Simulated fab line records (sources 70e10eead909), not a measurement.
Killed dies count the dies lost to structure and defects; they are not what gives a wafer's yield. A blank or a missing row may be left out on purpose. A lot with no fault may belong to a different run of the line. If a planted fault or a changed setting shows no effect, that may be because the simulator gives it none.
A struck lot beside a sound one ; flow nand-harc ; 15 out of 1159 route steps
Sound: these wafers, L329.1, L329.2, L329.5. Struck: wafers L317.1, L317.3, L317.5. At the end, the cause is stated.
At each step with rows: each side's tool, then ch and its chambers, then its first start. Under that, the readings that differ: sound wafers ; struck wafers ; difference of the means ; sigmas: that difference in standard deviations of wafers without a fault.
alike: same words and numbers on both sides, and readings whose means sit less than 2 such deviations apart. not compared: any withheld reading, any reading some wafer has no value for, any bound like >300 that may hide the same value, and any number with overlapping values for which the record gives no deviation.
The two part at a step that has a row with sigmas, a row that says differs or no value, or rows on one side only. Numbers that have no deviation but don't overlap get no sigmas and don't part them. Lack of a reading on every wafer of one side parts them only where that side has two or more wafers.

first, 1 step without rows for these wafers: NHARC_A_BLC_ETCH_16 (etches the open film in CF4, target depth 39 nm, time 65 s).
NHARC_A_BLC_ETCH_17: etches the open film in N2/H2, target depth 390 nm, time 609.38 s.
  sound: rie-diel-06 ch 0,1,3; struck: rie-diel-09 ch 0,3
  alike: drypump-motor-current-A, oes-product-au, rf-vpp-V, showerhead-plenum-p-Torr, throttle-valve-pct
  not compared: rf-hours-counter-h
NHARC_A_BLC_ETCH_18: etches the open film in C4F8/O2/Ar, target depth 910 nm.
  sound: rie-diel-06 ch 0,1; struck: rie-diel-09 ch 1,2,3
  alike: oes-product-au, rf-vpp-V
  not compared: rf-hours-counter-h
NHARC_A_BLC_CD_MEAS_19:
  sound: cd-sem-02 at day 22 18:46; struck: cd-sem-03 at day 22 05:08
  alike: cd-nm
then, 1 step without rows for these wafers: NHARC_A_BLC_STRIP_29 (strips in CF4).
NHARC_A_BLC_STRIP_21: strips in O2.
  sound on rie-diel-06 ch 0,1,3, day 22 18:58; struck on rie-diel-09 ch 0,1,3, day 22 05:19
  alike: drypump-motor-current-A, oes-product-au, rf-vpp-V, showerhead-plenum-p-Torr, throttle-valve-pct
  not compared: rf-hours-counter-h
then, 1 step without rows for these wafers: NHARC_A_BLC_STRIP_22 (strips in post etch residue remover, time 600 s).
NHARC_A_BLC_DEGAS_30: time 60 s.
  sound: pvd-sputter-03 at day 22 19:25; struck: pvd-sputter-03 at day 22 05:44
  alike: heater-power-w
then, 1 step without rows for these wafers: NHARC_A_BLC_PRE_CLEAN_31 (time 15 s).
NHARC_A_BLC_PVD_32: deposits Ti, target thk 5 nm, time 17.7 s.
  sound on pvd-sputter-03; struck on pvd-sputter-03
  alike: throttle-valve-pct
then, 2 steps without rows for these wafers: NHARC_A_BLC_ALD_23 (deposits TiN, target thk 3 nm, pulse time 1 s, ald cycles 150); NHARC_A_BLC_CVD_24 (deposits W, target thk 150 nm, time 434 s).
NHARC_A_BLC_CMP_25: polishes, t overpolish 30 s, target thk 150 nm.
  sound on cmp-04 ch 1,2,3, day 22 20:44; struck on cmp-01 ch 0,1,3, day 22 06:44
  no value came back on the struck wafers for any of 6 readings (edge-zone-pressure-frac, motor-current-A (A) and others); on the sound wafers edge-zone-pressure-frac reads 0.995 1.010 1.003
then, 1 step without rows for these wafers: NHARC_A_BLC_SRD_27.
NHARC_A_BLC_INSPECT_28:
  sound: defect-inspect-02 at day 22 21:10; struck: defect-inspect-02 at day 22 07:07
reading;sound;struck;difference;sigmas
raw-defect-count;533 563 583;6712 6575 6547;+6052;+47

## WHERE THEY PART
Last at NHARC_A_BLC_INSPECT_28 as far as this record goes, first at NHARC_A_BLC_CMP_25.

WHY: the cause the simulator had injected
Skipped step whole: cmp-01, from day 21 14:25 on, at NHARC_A_BLC_CMP_25. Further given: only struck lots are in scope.
